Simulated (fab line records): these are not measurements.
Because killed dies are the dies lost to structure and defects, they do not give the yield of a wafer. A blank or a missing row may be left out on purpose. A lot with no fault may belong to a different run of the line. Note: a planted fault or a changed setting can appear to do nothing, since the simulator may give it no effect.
Comparing a struck lot with a sound one | flow nand harc | 15 steps out of a route of 1302
Sound: these wafers, L245.2, L245.4, L245.6. Struck: wafer L259.2 (left out: L259.3, L259.5 of the same lot, which were not struck); the cause appears at the end.
At each step with rows: each side's tool, then ch and its chambers, then its first start. Under that, the readings that differ: sound wafers | struck wafers | difference of the means | sigmas: that difference in standard deviations of wafers without a fault.
alike: a reading whose means differ by less than 2 such deviations, as well as words and numbers matching on both sides. not compared: withheld readings; readings where some wafer has no value; bounds like >300 that might hide an equal value; numbers whose values overlap and for which the record gives no deviation.
Wherever a step has rows on one side only, a row that says differs or no value, or a row with sigmas, the two part there. Non-overlapping numbers with no deviation appear without sigmas and do not part them. Lack of a reading on every wafer of one side parts them only where that side has two or more wafers.

NHARC_A_ONON_D2_THK_MEAS_14: measures by ellipsometry.
  sound: film metro-01 at day 14 02:20; struck: film metro-02 at day 19 19:40
  alike: thk nm
then, 2 steps without rows for these wafers: NHARC_A_ONON_D2_ANNEAL_15 (time 3600 s); NHARC_A_ONON_D2_DEP_16 (target thk 1000 nm).
NHARC_A_ONON_D2_THK_MEAS_18: measures by ellipsometry.
  sound: film metro-02 at day 14 09:40; struck: film metro-01 at day 20 03:26
  alike: thk nm
after that, 1 step with no rows for these wafers: NHARC_A_ONON_D2_DEP_19 (target thk 1000 nm).
NHARC_A_ONON_D2_THK_MEAS_21: measures by ellipsometry.
  sound: film metro-01 at day 14 10:14; struck: film metro-01 at day 20 03:59
  reading     | sound          | struck | difference | sigmas
  thk nm (nm) | 1008 1010 1008 | 984    | -25        | -3
after that, 1 step with no rows for these wafers: NHARC_A_ONON_D2_DEP_22 (target thk 1000 nm).
NHARC_A_ONON_D2_THK_MEAS_24: measures by ellipsometry.
  sound: film metro-01 at day 14 10:50; struck: film metro-01 at day 20 04:34
  alike: thk nm
after that, 1 step with no rows for these wafers: NHARC_A_ONON_D2_DEP_25 (target thk 1000 nm).
NHARC_A_ONON_D2_THK_MEAS_27: measures by ellipsometry.
  sound: film metro-01 at day 14 11:23; struck: film metro-01 at day 20 05:07
  alike: thk nm
after that, 1 step with no rows for these wafers: NHARC_A_ONON_D2_DEP_28 (target thk 1000 nm).
NHARC_A_ONON_D2_THK_MEAS_30: measures by ellipsometry.
  sound: film metro-01 at day 14 12:04; struck: film metro-02 at day 20 05:41
  alike: thk nm
NHARC_A_ONON_D2_DEP_33: deposits SiO2, target thk 200 nm.
  sound on pecvd-02 ch 0,1,2, day 14 12:22; struck on pecvd-02 ch 1, day 20 05:44
  reading              | sound             | struck | difference | sigmas
  rf fwd power W (W)   | 903.9 898.5 899.0 | 1259.1 | +358.6     | +99 or more
  showerhead vpp V (V) | 1759 1827 1682    | 2182   | +426       | +4
  alike: heater power w, throttle valve pct
NHARC_A_ONON_D2_THK_MEAS_34: measures by ellipsometry.
  sound: film metro-02 at day 14 12:41; struck: film metro-02 at day 20 06:09
  reading     | sound       | struck | difference | sigmas
  thk nm (nm) | 201 199 202 | 221    | +20        | +7
NHARC_END_SORT_01:
  the record has rows for the sound wafers here (prober-01 ch 0, day 25 19:31) and none for the struck ones

== WHERE THEY PART ==
At NHARC_A_ONON_D2_THK_MEAS_21 first; at NHARC_END_SORT_01 last (within this record only).

WHY: what the simulator had put in
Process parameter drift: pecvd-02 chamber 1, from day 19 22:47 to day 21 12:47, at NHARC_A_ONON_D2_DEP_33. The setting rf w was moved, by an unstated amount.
